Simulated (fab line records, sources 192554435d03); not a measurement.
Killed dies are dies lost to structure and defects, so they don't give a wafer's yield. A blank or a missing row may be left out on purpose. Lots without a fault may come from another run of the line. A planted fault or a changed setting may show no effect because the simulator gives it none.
Chamber matching | flow n5_finfet | N5_BEOL_M6_STRIP_19 on rie_diel-02: 4 sister chambers
The step strips in O2. 4 wafers are shown with their chamber, then 11 later ones without.

WAFERS WITH THEIR CHAMBER
wafer  | chamber | showerhead_plenum_p_Torr (Torr)
L083.6 | 0       | 2.00
L085.5 | 1       | 2.17
L085.6 | 2       | 2.04
L089.1 | 3       | 2.07

WAFERS WITHOUT THEIR CHAMBER
wafer  | showerhead_plenum_p_Torr (Torr)
L089.3 | 2.04
L089.4 | 2.17
L091.3 | 2.04
L091.4 | 2.17
L091.6 | 2.07
L090.2 | 2.26
L090.3 | 2.17
L090.5 | 2.04
L097.2 | 2.16
L097.4 | 2.06
L097.5 | 2.25

WHICH CHAMBER EACH WENT THROUGH
wafer  | from the rows above          | in truth
L089.3 | can't be placed: 2 or 3 or 0 | 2
L089.4 | 1                            | 1
L091.3 | can't be placed: 2 or 3 or 0 | 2
L091.4 | 1                            | 1
L091.6 | can't be placed: 3 or 2 or 0 | 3
L090.2 | 1                            | 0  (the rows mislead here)
L090.3 | 1                            | 1
L090.5 | can't be placed: 2 or 3 or 0 | 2
L097.2 | 1                            | 1
L097.4 | can't be placed: 3 or 2 or 0 | 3
L097.5 | 1                            | 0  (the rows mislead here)
Placed correctly: 4 of 11. Can't be placed from these rows: 5 (the true chamber is among the candidates in 5). Placed wrongly: 2.
How it was worked out, from the rows above alone: a wafer's distance from a chamber is the root of the sum, over the readings, of the square of ((its reading less the chamber's mean) divided by the reading's scatter). The wafer belongs to the nearest chamber; if the next one is less than 2 further off, it can't be placed. A chamber's mean is the mean of its shown wafers. The scatter: with one shown wafer a chamber, the root of the mean of the squares of how far each hidden wafer lies from its nearest shown one.
